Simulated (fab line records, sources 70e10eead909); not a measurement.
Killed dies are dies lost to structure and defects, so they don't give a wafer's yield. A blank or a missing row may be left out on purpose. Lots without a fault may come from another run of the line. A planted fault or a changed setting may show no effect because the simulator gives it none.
A struck lot beside a sound one | flow nand_harc | 27 steps out of a route of 1302
Sound: wafers L318.2, L318.5, L318.6. Struck: wafers L320.1, L320.2, L320.4. The cause comes at the end.
At each step with rows: each side's tool, then ch and its chambers, then its first start. Under that, the readings that differ: sound wafers | struck wafers | difference of the means | sigmas: that difference in standard deviations of wafers without a fault.
alike: readings whose means differ by less than 2 such deviations, and words and numbers that are the same on both sides. not compared: withheld readings, readings that some wafer has no value for, bounds like >300 that may hide the same value, and numbers for which the record gives no deviation and whose values overlap.
The two part at a step that has a row with sigmas, a row that says differs or no value, or rows on one side only. Numbers that don't overlap but have no deviation are shown without sigmas and don't part them. A reading that every wafer of one side lacks parts them only if that side has two wafers or more.

NHARC_A_CHANNEL_HOLE_D2_INSPECT_12:
  sound on defect_inspect-01, day 13 10:16; struck on defect_inspect-02, day 14 18:41
  alike: raw_defect_count
then, 3 steps without rows for these wafers: NHARC_A_CHANNEL_HOLE_D2_DESCUM_15 (chemistry O2, time 3 s); NHARC_A_CHANNEL_HOLE_D2_ETCH_38 (etches the open film in CF4, target depth 39 nm, time 65 s); NHARC_A_CHANNEL_HOLE_D2_ETCH_39 (etches the open film in N2/H2, target depth 260 nm, time 325 s).
NHARC_A_CHANNEL_HOLE_D2_ETCH_34: etches the open film in CF4/CHF3, target depth 154 nm, time 77 s.
  sound on rie_diel-03 ch 2,3; struck on rie_diel-03 ch 0,1,2
  alike: drypump_motor_current_A, mfc_ar_sccm, oes_product_au, rf_vpp_V, showerhead_plenum_p_Torr, throttle_valve_pct
  not compared: rf_hours_counter_h
then, 1 step without rows for these wafers: NHARC_A_CHANNEL_HOLE_D2_ETCH_16 (etches the open film in O2/COS, target depth 3100 nm, time 806 s).
NHARC_A_CHANNEL_HOLE_D2_CD_MEAS_18:
  sound on cd_sem-01, day 13 11:26; struck on cd_sem-01, day 14 19:50
  alike: cd_nm
NHARC_A_CHANNEL_HOLE_D2_ETCH_19: etches the open film in C4F8/O2/Ar, time 34.5 s.
  sound on har_etch-01 ch 0,1, day 13 11:31; struck on har_etch-01 ch 0,1, day 14 23:28
  alike: drypump_motor_current_A, mfc_ar_sccm, showerhead_plenum_p_Torr, throttle_valve_pct
  not compared: rf_hours_counter_h
then, 1 step without rows for these wafers: NHARC_A_CHANNEL_HOLE_D2_ETCH_20 (etches the open film in C4F8/O2/Ar, time 361.9 s, target depth 1600 nm).
NHARC_A_CHANNEL_HOLE_D2_ETCH_21: etches the open film in C4F8/O2/Ar, time 514.3 s, target depth 1600 nm.
  sound on har_etch-01 ch 0,1, day 13 12:01; struck on har_etch-01 ch 0,1, day 14 23:54
  alike: drypump_motor_current_A, mfc_ar_sccm, showerhead_plenum_p_Torr, throttle_valve_pct
  not compared: rf_hours_counter_h
then, 2 steps without rows for these wafers: NHARC_A_CHANNEL_HOLE_D2_ETCH_22 (etches the open film in C4F8/O2/Ar, time 666.7 s, target depth 1600 nm); NHARC_A_CHANNEL_HOLE_D2_ETCH_23 (etches the open film in C4F8/O2/Ar, time 819 s, target depth 1600 nm).
NHARC_A_CHANNEL_HOLE_D2_ETCH_24: etches the open film in C4F8/O2/Ar, time 906.2 s, target depth 1500 nm.
  sound on har_etch-01 ch 0,1, day 13 13:46; struck on har_etch-01 ch 0,1, day 15 01:37
  alike: drypump_motor_current_A, mfc_ar_sccm, showerhead_plenum_p_Torr, throttle_valve_pct
  not compared: rf_hours_counter_h
NHARC_A_CHANNEL_HOLE_D2_ETCH_25: etches the open film in C4F8/O2/Ar, time 1040.2 s, target depth 1500 nm.
  sound on har_etch-01 ch 0,1, day 13 14:34; struck on har_etch-01 ch 0,1, day 15 02:23
  alike: drypump_motor_current_A, mfc_ar_sccm, showerhead_plenum_p_Torr, throttle_valve_pct
  not compared: rf_hours_counter_h
NHARC_A_CHANNEL_HOLE_D2_ETCH_26: etches the open film in C4F8/O2/Ar, time 224.1 s, target depth 300 nm.
  sound on har_etch-01 ch 0,1, day 13 15:20; struck on har_etch-01 ch 0,1, day 15 03:16
  alike: drypump_motor_current_A, mfc_ar_sccm, showerhead_plenum_p_Torr, throttle_valve_pct
  not compared: rf_hours_counter_h
then, 8 steps without rows for these wafers: NHARC_A_CHANNEL_HOLE_D2_ETCH_27 (etches the open film in C4F8/O2/Ar, time 90 s, target depth 400 nm); NHARC_A_CHANNEL_HOLE_D2_STRIP_41 (strips in N2/H2); NHARC_A_CHANNEL_HOLE_D2_STRIP_42 (strips in CF4/CHF3); NHARC_A_CHANNEL_HOLE_D2_STRIP_43 (strips in O2/COS); NHARC_A_CHANNEL_HOLE_D2_ETCH_44 (etches the open film in CF4/O2, target depth 140 nm, overetch 14 nm, time 77 s); NHARC_A_CHANNEL_HOLE_D2_STRIP_28 (strips in O2); NHARC_A_CHANNEL_HOLE_D2_PRECLEAN_29 (cleans in SC1); NHARC_A_CHANNEL_HOLE_D2_SRD_30.
NHARC_A_CHANNEL_HOLE_D2_CD_MEAS_31:
  sound on cd_sem-03, day 13 17:02; struck on cd_sem-02, day 15 05:29
  alike: cd_nm
then, 1 step without rows for these wafers: NHARC_A_CHANNEL_HOLE_D2_XSEM_32.
NHARC_A_CHANNEL_HOLE_D2_INSPECT_40:
  sound on defect_inspect-02, day 13 17:14; struck on defect_inspect-02, day 15 05:52
  reading          | sound       | struck      | difference | sigmas
  raw_defect_count | 314 387 188 | 585 622 520 | +279       | +4
  not compared: hold
-- the record jumps here: 11 days lie between the struck wafers' starts before and after (it left off in module A_CHANNEL_HOLE_D2 and takes up again in module END, whose first step shown is number 1302 of the route) --
NHARC_END_SORT_01:
  the record has rows for the struck wafers here (prober-02 ch 0, day 26 01:07) and none for the sound ones

WHERE THEY PART
First at NHARC_A_CHANNEL_HOLE_D2_INSPECT_40; last, within this record, at NHARC_END_SORT_01.

WHY: what the simulator had put in
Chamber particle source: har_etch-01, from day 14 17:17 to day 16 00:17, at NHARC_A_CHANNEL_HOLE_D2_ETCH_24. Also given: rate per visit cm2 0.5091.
